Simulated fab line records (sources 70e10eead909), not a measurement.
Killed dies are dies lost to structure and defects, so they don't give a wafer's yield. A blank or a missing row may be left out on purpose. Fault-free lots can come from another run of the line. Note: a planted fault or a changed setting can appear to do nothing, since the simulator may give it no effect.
Check of tool commonality    flow nand-harc    Sampled: 14 lots, 42 wafers

REASON IT WAS OPENED
Flagged at NHARC_A_ONON_D2_THK_MEAS_02: reading thk-nm, on 2 of 14 lots. Fault-free wafers read 998 nm, with a standard deviation of 9.4.
Rule: a lot is flagged in two cases, either no wafer of it has a number, or all its wafers with numbers fall more than 4 standard deviations from that mean. The rest of the lots are taken to be sound.

lot   measured      on             thk-nm (nm), wafer by wafer  flag
L340  day 12 14:02  film-metro-01  996 995 993                  
L341  day 12 14:29  film-metro-01  1002 1005 1003               
L342  day 13 09:37  film-metro-01  999 998 1000                 
L344  day 14 02:52  film-metro-02  977 978 978                  
L346  day 15 04:57  film-metro-02  1104 1106 1103               FLAGGED
L347  day 15 16:28  film-metro-01  1136 1135 1134               FLAGGED
L355  day 18 15:47  film-metro-01  999 1002 1001                
L356  day 19 09:40  film-metro-01  994 996 995                  
L357  day 19 09:52  film-metro-01  1013 1012 1013               
L358  day 20 03:38  film-metro-01  1014 1013 1014               
L359  day 20 09:20  film-metro-01  1007 1006 1006               
L360  day 21 00:53  film-metro-02  996 997 997                  
L361  day 21 08:15  film-metro-01  988 989 990                  
L362  day 21 08:16  film-metro-02  992 993 990                  
The mean of the flagged lots' numbers is 1120 nm, +122 nm from the usual (+13 standard deviations).

WHICH TOOL RAN EACH LOT
Before the reading, the record contains 2 process steps out of a 1302-step route. Each cell gives the tool, then ch followed by the chambers the sampled wafers passed through, then the start.
lot   flag     NHARC_A_CHANNEL_FILL_D1_ALD_16    NHARC_A_ONON_D2_DEP_00
L340           ald-hk-02 ch 0,1, day 9 13:09     pecvd-onon-02 ch 0, day 12 13:39
L341           ald-hk-03 ch 2,3, day 9 13:09     pecvd-onon-02 ch 0, day 12 14:02
L342           ald-hk-01 ch 0,2, day 10 03:32    pecvd-onon-02 ch 0, day 13 09:07
L344           ald-hk-02 ch 0,1,2, day 10 22:34  pecvd-onon-02 ch 0, day 14 02:28
L346  FLAGGED  ald-hk-01 ch 0,2,3, day 11 23:36  pecvd-onon-02 ch 0, day 15 04:26
L347  FLAGGED  ald-hk-01 ch 0,3, day 12 04:25    pecvd-onon-02 ch 0, day 15 16:01
L355           ald-hk-01 ch 0,1,3, day 15 20:55  pecvd-onon-02 ch 0, day 18 15:20
L356           ald-hk-03 ch 0,3, day 16 06:51    pecvd-onon-02 ch 0, day 19 09:13
L357           ald-hk-03 ch 0,2,3, day 16 06:38  pecvd-onon-01 ch 0, day 19 09:22
L358           ald-hk-03 ch 0,1,3, day 16 21:06  pecvd-onon-02 ch 0, day 20 03:11
L359           ald-hk-02 ch 0,1,3, day 17 07:23  pecvd-onon-02 ch 0, day 20 08:50
L360           ald-hk-01 ch 0,2,3, day 17 23:25  pecvd-onon-02 ch 0, day 21 00:26
L361           ald-hk-03 ch 0,1,3, day 18 08:45  pecvd-onon-02 ch 0, day 21 07:45
L362           ald-hk-01 ch 0,2,3, day 18 12:02  pecvd-onon-04 ch 0, day 21 07:45
What is done by these steps:
- NHARC_A_CHANNEL_FILL_D1_ALD_16: deposits SiO2, target thk 1.5 nm, pulse time 10 s, ald cycles 15.
- NHARC_A_ONON_D2_DEP_00: target thk 1000 nm.
- NHARC_A_ONON_D2_THK_MEAS_02: measures by ellipsometry.

FLAGGED OVER TOTAL, TOOL BY TOOL (the gauges that took the reading come last)
step                            tool           lots run  flagged  share of the flagged lots  sound lots run after its first flagged lot
NHARC_A_CHANNEL_FILL_D1_ALD_16  ald-hk-01      6         2        all                        3 (L355,L360,L362)
NHARC_A_CHANNEL_FILL_D1_ALD_16  ald-hk-02      3         0        none                       -
NHARC_A_CHANNEL_FILL_D1_ALD_16  ald-hk-03      5         0        none                       -
NHARC_A_ONON_D2_DEP_00          pecvd-onon-01  1         0        none                       -
NHARC_A_ONON_D2_DEP_00          pecvd-onon-02  12        2        all                        6 (L355,L356,L358,L359,L360,L361)
NHARC_A_ONON_D2_DEP_00          pecvd-onon-04  1         0        none                       -
NHARC_A_ONON_D2_THK_MEAS_02     film-metro-01  10        1        some                       6 (L355,L356,L357,L358,L359,L361)
NHARC_A_ONON_D2_THK_MEAS_02     film-metro-02  4         1        some                       2 (L360,L362)

WHAT THE TABLE PERMITS
ald-hk-01 at NHARC_A_CHANNEL_FILL_D1_ALD_16 and pecvd-onon-02 at NHARC_A_ONON_D2_DEP_00 are the 2 rows of the table that ran each flagged lot.
- ald-hk-01 at NHARC_A_CHANNEL_FILL_D1_ALD_16: 2 of its 6 lots flagged. Sound lots ran on it after the first flagged one (L355, L360, L362), which a lasting fault on the whole tool wouldn't allow.
- pecvd-onon-02 at NHARC_A_ONON_D2_DEP_00: 2 of its 12 lots flagged. Sound lots ran on it after the first flagged one (L355, L356, L358, L359, L360, L361), which a lasting fault on the whole tool wouldn't allow.
None of the table's rows ran every flagged lot and, after the first, no sound lot.

WHAT HAD BEEN PUT IN BY THE SIMULATOR
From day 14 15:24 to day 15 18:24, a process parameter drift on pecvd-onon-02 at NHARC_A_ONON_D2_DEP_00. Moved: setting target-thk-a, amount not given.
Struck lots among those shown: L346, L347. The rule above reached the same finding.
